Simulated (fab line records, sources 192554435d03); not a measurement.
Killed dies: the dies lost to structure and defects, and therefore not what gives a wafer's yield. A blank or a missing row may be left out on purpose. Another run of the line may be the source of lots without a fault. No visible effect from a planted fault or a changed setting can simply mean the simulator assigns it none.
Comparing a struck lot with a sound one -- flow n5-finfet -- 15 steps out of a route of 1938
Sound: the wafers L214.1, L214.2, L214.3. Wafers struck: L220.3, L220.5, L220.6. Last of all comes the cause.
At each step with rows: each side's tool, then ch and its chambers, then its first start. Under that, the readings that differ: sound wafers -- struck wafers -- difference of the means -- sigmas: that difference in standard deviations of wafers without a fault.
alike: readings with means less than 2 such deviations apart, plus words and numbers identical on both sides. not compared: withheld readings, readings lacking a value on some wafer, bounds such as >300 that could conceal the same value, and numbers that have no deviation in the record and whose values overlap.
Wherever a step has rows on one side only, a row that says differs or no value, or a row with sigmas, the two part there. Numbers that have no deviation but don't overlap get no sigmas and don't part them. A reading that every wafer of one side lacks parts them only if that side has two wafers or more.

first, 8 steps without rows for these wafers: N5_HKMG_FIN_COAT_29 (time 60 s, resist thk 300 nm); N5_HKMG_FIN_COAT_30 (time 60 s, resist thk 35 nm); N5_HKMG_FIN_COAT_06 (resist thk 90 nm); N5_HKMG_FIN_EBR_08; N5_HKMG_FIN_SOFTBAKE_07 (time 60 s); N5_HKMG_FIN_EXPOSE_09 (exposes mask NWFM); N5_HKMG_FIN_PEB_10 (peb time 60 s); N5_HKMG_FIN_DEVELOP_11 (develop time 30 s).
N5_HKMG_FIN_CD_MEAS_12 targets a cd of 92.8 nm.
  sound on cd-sem-03 ch 0, day 5 18:00; struck on cd-sem-01 ch 0, day 7 06:38
  alike: cd-nm
N5_HKMG_FIN_OVL_MEAS_13:
  sound on overlay-02 ch 0, day 5 18:02; struck on overlay-01 ch 0, day 7 06:40
  alike: NWFM_OVL
N5_HKMG_FIN_INSPECT_14: inspects for defects (macro).
  sound on defect-inspect-02 at day 5 18:03; struck on defect-inspect-01 at day 7 06:41
  alike: raw-defect-count
N5_HKMG_FIN_DESCUM_17: chemistry O2, time 7.9 s.
  sound on rie-diel-03 ch 0,1,2, day 5 18:10; struck on rie-diel-03 ch 2,3, day 7 06:44
  alike: drypump-motor-current-A, oes-product-au, rf-vpp-V, showerhead-plenum-p-Torr, temp-c, throttle-valve-pct
  not compared: rf-hours-counter-h
N5_HKMG_FIN_ETCH_31: etches SiARC in CF4, target depth 45.5 nm, time 75.8 s.
  sound on rie-diel-03 ch 0,1,2, day 5 18:12; struck on rie-diel-03 ch 2,3, day 7 06:46
reading,sound,struck,difference,sigmas
bias-w (W),36.04 35.81 36.09,38.04 38.07 37.93,+2.03,+18
rf-vpp-V (V),182.3 185.7 183.6,189.8 189.2 190.7,+6.0,+5
  alike: drypump-motor-current-A, etch-rf-on-time-s, oes-product-au, showerhead-plenum-p-Torr, throttle-valve-pct
  not compared: rf-hours-counter-h
N5_HKMG_FIN_ETCH_32: etches SOC in N2/H2, target depth 240 nm, time 300 s.
  sound on rie-diel-03 ch 1,2,3, day 5 18:16; struck on rie-diel-03 ch 2,3, day 7 06:49
  alike: bias-w, drypump-motor-current-A, oes-product-au, rf-vpp-V, showerhead-plenum-p-Torr, temp-c, throttle-valve-pct
  not compared: rf-hours-counter-h
-- here the record skips 9 days between the struck wafers' starts before and after, leaving off in module HKMG_FIN and picking up in module PASSIVATION (first step shown: number 1936 of the route) --
N5_PASSIVATION_PROBE_49:
  sound on prober-01 at day 13 21:02; struck on prober-01 at day 16 02:13
  alike: killed_at_M0_to_M3, killed_at_M4_up, killed-at-contacts, killed-at-front-end, killed-at-other, killed-dies, killed-on-rim, killed-open, killed-short

WHERE THEY PART
At N5_HKMG_FIN_ETCH_31 and nowhere else, as far as this record goes. Later steps at which nothing parts them and some readings are alike: N5_HKMG_FIN_ETCH_32, N5_PASSIVATION_PROBE_49.

WHY: the cause the simulator had injected
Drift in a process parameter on rie-diel-03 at N5_HKMG_FIN_ETCH_31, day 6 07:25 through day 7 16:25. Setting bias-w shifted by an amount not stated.
